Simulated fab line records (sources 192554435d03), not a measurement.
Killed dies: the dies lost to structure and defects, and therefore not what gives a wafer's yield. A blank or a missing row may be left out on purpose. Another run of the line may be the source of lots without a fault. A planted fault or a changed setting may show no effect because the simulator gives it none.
Split-lot experiment | flow n5_finfet | 39 wafers read across 7 lots, on a route 1938 steps long

## ABOUT THE SPLIT
At N5_PASSIVATION_ETCH_15 (etches SiCN in CF4/N2, target depth 75 nm, time 81.2 s), the setting target_depth_a was moved away from the recipe's 750 angstrom on 15 of the 39 wafers read, by -16.9% to +55.5%. This setting was run at the recipe's value on the other wafers.

The split's own step is where the reading is taken.

## THE READING
etch.depth_nm (the simulator's own value, which no gauge read), in nm, at N5_PASSIVATION_ETCH_15 (etches SiCN in CF4/N2, target depth 75 nm, time 81.2 s). The file does not state a usual value for it. Across the 24 wafers here that went through the recipe, the average is 63.60 nm and the standard deviation 1.3 nm.

wafer  | tool, chamber at the split | target_depth_a as run, angstrom | against the recipe | etch.depth_nm, nm | against lot-mates on the recipe
L077.1 | rie_diel-04, 3             | 750                             | recipe             | 64.18             | -
L077.2 | rie_diel-04, 2             | 623.6                           | -16.9%             | 51.62             | -11.91
L077.3 | rie_diel-04, 1             | 623.6                           | -16.9%             | 53.78             | -9.75
L077.4 | rie_diel-04, 0             | 623.6                           | -16.9%             | 52.16             | -11.37
L077.5 | rie_diel-04, 3             | 750                             | recipe             | 63.99             | -
L077.6 | rie_diel-04, 0             | 750                             | recipe             | 62.43             | -
L078.1 | rie_diel-04, 1             | 1166                            | +55.5%             | 100.9             | +36.47
L078.2 | rie_diel-04, 2             | 1166                            | +55.5%             | 97.95             | +33.52
L078.3 | rie_diel-04, 3             | 750                             | recipe             | 65.18             | -
L078.4 | rie_diel-04, 0             | 750                             | recipe             | 62.88             | -
L078.5 | rie_diel-04, 0             | 1166                            | +55.5%             | 98.56             | +34.13
L078.6 | rie_diel-04, 1             | 750                             | recipe             | 65.22             | -
L080.2 | rie_diel-01, 0             | 750                             | recipe             | 66.34             | -
L080.3 | rie_diel-01, 3             | 750                             | recipe             | 63.76             | -
L080.4 | rie_diel-01, 1             | 750                             | recipe             | 61.47             | -
L082.1 | rie_diel-03, 1             | 750                             | recipe             | 63.45             | -
L082.2 | rie_diel-03, 2             | 750                             | recipe             | 63.46             | -
L082.3 | rie_diel-03, 0             | 750                             | recipe             | 61.08             | -
L082.4 | rie_diel-03, 3             | 750                             | recipe             | 64.85             | -
L082.5 | rie_diel-03, 1             | 750                             | recipe             | 63.65             | -
L082.6 | rie_diel-03, 2             | 750                             | recipe             | 63.19             | -
L089.1 | rie_diel-03, 2             | 750                             | recipe             | 63.65             | -
L089.2 | rie_diel-03, 1             | 750                             | recipe             | 63.69             | -
L089.3 | rie_diel-03, 0             | 993.4                           | +32.5%             | 80.75             | +17.87
L089.4 | rie_diel-03, 1             | 993.4                           | +32.5%             | 84.78             | +21.90
L089.5 | rie_diel-03, 0             | 750                             | recipe             | 61.31             | -
L089.6 | rie_diel-03, 2             | 993.4                           | +32.5%             | 84.86             | +21.98
L093.1 | rie_diel-04, 2             | 750                             | recipe             | 62.64             | -
L093.2 | rie_diel-04, 1             | 750                             | recipe             | 64.96             | -
L093.3 | rie_diel-04, 3             | 1096                            | +46.1%             | 93.74             | +29.69
L093.4 | rie_diel-04, 1             | 750                             | recipe             | 64.56             | -
L093.5 | rie_diel-04, 2             | 1096                            | +46.1%             | 90.85             | +26.80
L093.6 | rie_diel-04, 3             | 1096                            | +46.1%             | 92.71             | +28.66
L097.1 | rie_diel-03, 2             | 1097                            | +46.3%             | 94.76             | +31.29
L097.2 | rie_diel-03, 1             | 750                             | recipe             | 64.39             | -
L097.3 | rie_diel-03, 0             | 750                             | recipe             | 61.57             | -
L097.4 | rie_diel-03, 2             | 1097                            | +46.3%             | 93.86             | +30.39
L097.5 | rie_diel-03, 0             | 1097                            | +46.3%             | 89.59             | +26.12
L097.6 | rie_diel-03, 1             | 750                             | recipe             | 64.44             | -

THE FIT
A straight line over all 39 wafers: etch.depth_nm changes by +0.633 nm for each +1% of target_depth_a; r = +0.99; the points scatter about the line by 1.5 nm.
The same after taking each lot's own level away (the mean of its wafers on the recipe; 39 wafers): +0.628 nm for each +1%; r = +1.00; scatter 1.4 nm.
The reading moves by 35 nm for the largest change in target_depth_a, on that fit.
The span of the lots' own levels, 62.883 to 64.427 nm, comes to 1.2 times the standard deviation stated above.
The two slopes are in agreement: the lot-to-lot level therefore moves the slope only a little.
Check: with one of the wafers moved furthest among these (+55.5%) left out of the fit, the line predicts +34.5 nm for it against its lot-mates. It came out at +36.5 nm against them.

## OTHER SPLITS APPLIED TO THESE WAFERS
These wafers also went through other splits before the reading. Each is held against what the fit with the lots' levels taken away leaves over:
other split on the same wafers | wafers away from the commonest value | r with etch.depth_nm (lot level and that fit taken away)
N5_BEOL_M10_ILD_DEP_00 time_s  | 12                                   | -0.08
N5_BEOL_M11_CURE_72 time_s     | 9                                    | -0.02
N5_BEOL_M14_SPUTTER_44 time_s  | 15                                   | -0.24

## FILE'S OWN FIT
etch.depth_nm changes by +0.627 nm for each +1% of target_depth_a, r = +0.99.
